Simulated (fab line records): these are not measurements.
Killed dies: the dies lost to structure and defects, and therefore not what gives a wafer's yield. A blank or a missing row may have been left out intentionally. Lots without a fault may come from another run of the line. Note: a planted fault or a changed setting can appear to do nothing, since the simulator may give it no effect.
Split-lot experiment :: flow n5 finfet :: route with 1938 steps; 7 lots, 21 wafers read

ABOUT THE SPLIT
At N5_BEOL_M7_TRENCH_ETCH_37 (etches SiCOH lowk in C4F6/O2, target depth 93.478 nm, time 31.2 s), the setting source w was moved away from the recipe's 345 W on 7 of the 21 wafers read, by -11.2% to +17.0%. All remaining wafers had this setting at the recipe value.

The reading comes from the split's own step.

THE READING
rf vpp V, in V, at N5_BEOL_M7_TRENCH_ETCH_37 (etches SiCOH lowk in C4F6/O2, target depth 93.478 nm, time 31.2 s). On this fab line, fault-free wafers typically give 662 V with a standard deviation of 13 V.

wafer: L077.1
tool, chamber at the split: rie diel-03, 3
source w as run, W: 345
against the recipe: recipe
rf vpp V, V: 674
against lot-mates on the recipe: -

wafer: L077.2
tool, chamber at the split: rie diel-03, 1
source w as run, W: 345
against the recipe: recipe
rf vpp V, V: 668
against lot-mates on the recipe: -

wafer: L077.6
tool, chamber at the split: rie diel-03, 3
source w as run, W: 403.8
against the recipe: +17.0%
rf vpp V, V: 623
against lot-mates on the recipe: -48

wafer: L079.2
tool, chamber at the split: rie diel-03, 1
source w as run, W: 345
against the recipe: recipe
rf vpp V, V: 668
against lot-mates on the recipe: -

wafer: L079.4
tool, chamber at the split: rie diel-03, 3
source w as run, W: 345
against the recipe: recipe
rf vpp V, V: 675
against lot-mates on the recipe: -

wafer: L079.6
tool, chamber at the split: rie diel-03, 3
source w as run, W: 345
against the recipe: recipe
rf vpp V, V: 673
against lot-mates on the recipe: -

wafer: L080.3
tool, chamber at the split: rie diel-04, 3
source w as run, W: 391.5
against the recipe: +13.5%
rf vpp V, V: 619
against lot-mates on the recipe: -49

wafer: L080.4
tool, chamber at the split: rie diel-04, 0
source w as run, W: 345
against the recipe: recipe
rf vpp V, V: 668
against lot-mates on the recipe: -

wafer: L080.6
tool, chamber at the split: rie diel-04, 2
source w as run, W: 391.5
against the recipe: +13.5%
rf vpp V, V: 643
against lot-mates on the recipe: -25

wafer: L081.1
tool, chamber at the split: rie diel-03, 2
source w as run, W: 345
against the recipe: recipe
rf vpp V, V: 660
against lot-mates on the recipe: -

wafer: L081.2
tool, chamber at the split: rie diel-03, 3
source w as run, W: 395.1
against the recipe: +14.5%
rf vpp V, V: 630
against lot-mates on the recipe: -30

wafer: L081.3
tool, chamber at the split: rie diel-03, 1
source w as run, W: 395.1
against the recipe: +14.5%
rf vpp V, V: 623
against lot-mates on the recipe: -37

wafer: L083.1
tool, chamber at the split: rie diel-05, 0
source w as run, W: 345
against the recipe: recipe
rf vpp V, V: 672
against lot-mates on the recipe: -

wafer: L083.3
tool, chamber at the split: rie diel-05, 3
source w as run, W: 345
against the recipe: recipe
rf vpp V, V: 678
against lot-mates on the recipe: -

wafer: L083.6
tool, chamber at the split: rie diel-05, 2
source w as run, W: 306.2
against the recipe: -11.2%
rf vpp V, V: 690
against lot-mates on the recipe: +15

wafer: L085.2
tool, chamber at the split: rie diel-03, 2
source w as run, W: 345
against the recipe: recipe
rf vpp V, V: 660
against lot-mates on the recipe: -

wafer: L085.4
tool, chamber at the split: rie diel-03, 3
source w as run, W: 315.6
against the recipe: -8.5%
rf vpp V, V: 706
against lot-mates on the recipe: +42

wafer: L085.6
tool, chamber at the split: rie diel-03, 1
source w as run, W: 345
against the recipe: recipe
rf vpp V, V: 667
against lot-mates on the recipe: -

wafer: L096.4
tool, chamber at the split: rie diel-05, 2
source w as run, W: 345
against the recipe: recipe
rf vpp V, V: 648
against lot-mates on the recipe: -

wafer: L096.5
tool, chamber at the split: rie diel-05, 0
source w as run, W: 345
against the recipe: recipe
rf vpp V, V: 671
against lot-mates on the recipe: -

wafer: L096.6
tool, chamber at the split: rie diel-05, 1
source w as run, W: 345
against the recipe: recipe
rf vpp V, V: 658
against lot-mates on the recipe: -

THE FIT
A straight line over all 21 wafers: rf vpp V changes by -2.76 V for each +1% of source w; r = -0.92; the points scatter about the line by 8.8 V.
The same after taking each lot's own level away (the mean of its wafers on the recipe; 21 wafers): -2.62 V for each +1%; r = -0.92; scatter 8.4 V.
That fit puts the effect of the largest move of source w on the reading at 45 V.
Measured against the standard deviation above, the lots' own levels, which go from 659.0 to 675.0 V, span 1.2 times it.
Consequently the slope shifts little with the lot-to-lot level, the two slopes agreeing.
Check: with one of the wafers moved furthest among these (+17.0%) left out of the fit, the line predicts -43.1 V for it against its lot-mates. Against them it came out at -48 V.
Tool readings at the split's step, against how far the setting was moved: rf vpp V r = -0.92.

THESE WAFERS: OTHER SPLITS
These wafers also went through other splits before the reading. Each is held against what the fit with the lots' levels taken away leaves over:
other split on the same wafers: N5_BEOL_M1_COAT_61 spin rpm
wafers away from the commonest value: 7
r with rf vpp V (lot level and that fit taken away): -0.13

other split on the same wafers: N5_BEOL_M1_COAT_62 spin rpm
wafers away from the commonest value: 7
r with rf vpp V (lot level and that fit taken away): -0.33

other split on the same wafers: N5_BEOL_M2_ETCH_69 bias w
wafers away from the commonest value: 7
r with rf vpp V (lot level and that fit taken away): -0.10

other split on the same wafers: N5_BEOL_M4_COAT_62 spin rpm
wafers away from the commonest value: 6
r with rf vpp V (lot level and that fit taken away): +0.07

other split on the same wafers: N5_BEOL_M5_ETCH_68 time s
wafers away from the commonest value: 4
r with rf vpp V (lot level and that fit taken away): -0.11

other split on the same wafers: N5_BEOL_M5_TRENCH_ETCH_37 source w
wafers away from the commonest value: 5
r with rf vpp V (lot level and that fit taken away): -0.01

other split on the same wafers: N5_BEOL_M6_COAT_59 spin rpm
wafers away from the commonest value: 4
r with rf vpp V (lot level and that fit taken away): -0.19

other split on the same wafers: N5_BEOL_M6_COAT_60 temp c
wafers away from the commonest value: 8
r with rf vpp V (lot level and that fit taken away): -0.12

THE WHOLE CHAIN: every reading that the file lists as answering this split, in the file's order
step: N5_BEOL_M7_TRENCH_ETCH_37
what it does: etches SiCOH lowk in C4F6/O2, target depth 93.478 nm, time 31.2 s
reading: rf vpp V
change (the file's fit): -2.63 V for each +1% of the setting
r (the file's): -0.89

step: N5_BEOL_M7_TRENCH_ETCH_37
what it does: etches SiCOH lowk in C4F6/O2, target depth 93.478 nm, time 31.2 s
reading: BEOL_M7.feature depth nm (the simulator's own value, which no gauge read)
change (the file's fit): +0.333 nm for each +1% of the setting
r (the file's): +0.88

step: N5_BEOL_M7_TRENCH_ETCH_37
what it does: etches SiCOH lowk in C4F6/O2, target depth 93.478 nm, time 31.2 s
reading: etch.depth nm (the simulator's own value, which no gauge read)
change (the file's fit): +0.335 nm for each +1% of the setting
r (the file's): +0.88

FILE'S OWN FIT
rf vpp V changes by -2.63 V for each +1% of source w, r = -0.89.
